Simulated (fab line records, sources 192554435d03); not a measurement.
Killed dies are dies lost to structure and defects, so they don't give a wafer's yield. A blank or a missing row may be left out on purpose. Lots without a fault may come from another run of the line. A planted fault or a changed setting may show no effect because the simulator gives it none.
Chamber matching | flow n5_finfet | N5_BEOL_M9_CURE_71 on uv_cure-03: 3 sister chambers
The step cures SiCOH lowk, time 240 s. 3 wafers are shown with their chamber, then 8 later ones without.

WAFERS WITH THEIR CHAMBER
wafer  | chamber | wafer_temp_C_max
L085.6 | 0       | 386.1
L093.6 | 2       | 387.5
L091.3 | 1       | 386.4

WAFERS WITHOUT THEIR CHAMBER
wafer  | wafer_temp_C_max
L091.5 | 385.9
L091.6 | 386.4
L092.1 | 386.2
L092.2 | 386.1
L092.3 | 385.7
L094.3 | 387.2
L094.5 | 387.5
L094.6 | 388.5

WHICH CHAMBER EACH WENT THROUGH
wafer  | from the rows above          | in truth
L091.5 | can't be placed: 0 or 1      | 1
L091.6 | can't be placed: 1 or 0      | 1
L092.1 | can't be placed: 0 or 1      | 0
L092.2 | can't be placed: 0 or 1      | 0
L092.3 | can't be placed: 0 or 1      | 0
L094.3 | can't be placed: 2 or 1 or 0 | 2
L094.5 | 2                            | 2
L094.6 | 2                            | 2
Placed correctly: 2 of 8. Can't be placed from these rows: 6 (the true chamber is among the candidates in 6). Placed wrongly: 0.
How it was worked out, from the rows above alone: a wafer's distance from a chamber is the root of the sum, over the readings, of the square of ((its reading less the chamber's mean) divided by the reading's scatter). The wafer belongs to the nearest chamber; if the next one is less than 2 further off, it can't be placed. A chamber's mean is the mean of its shown wafers. The scatter: with one shown wafer a chamber, the root of the mean of the squares of how far each hidden wafer lies from its nearest shown one.
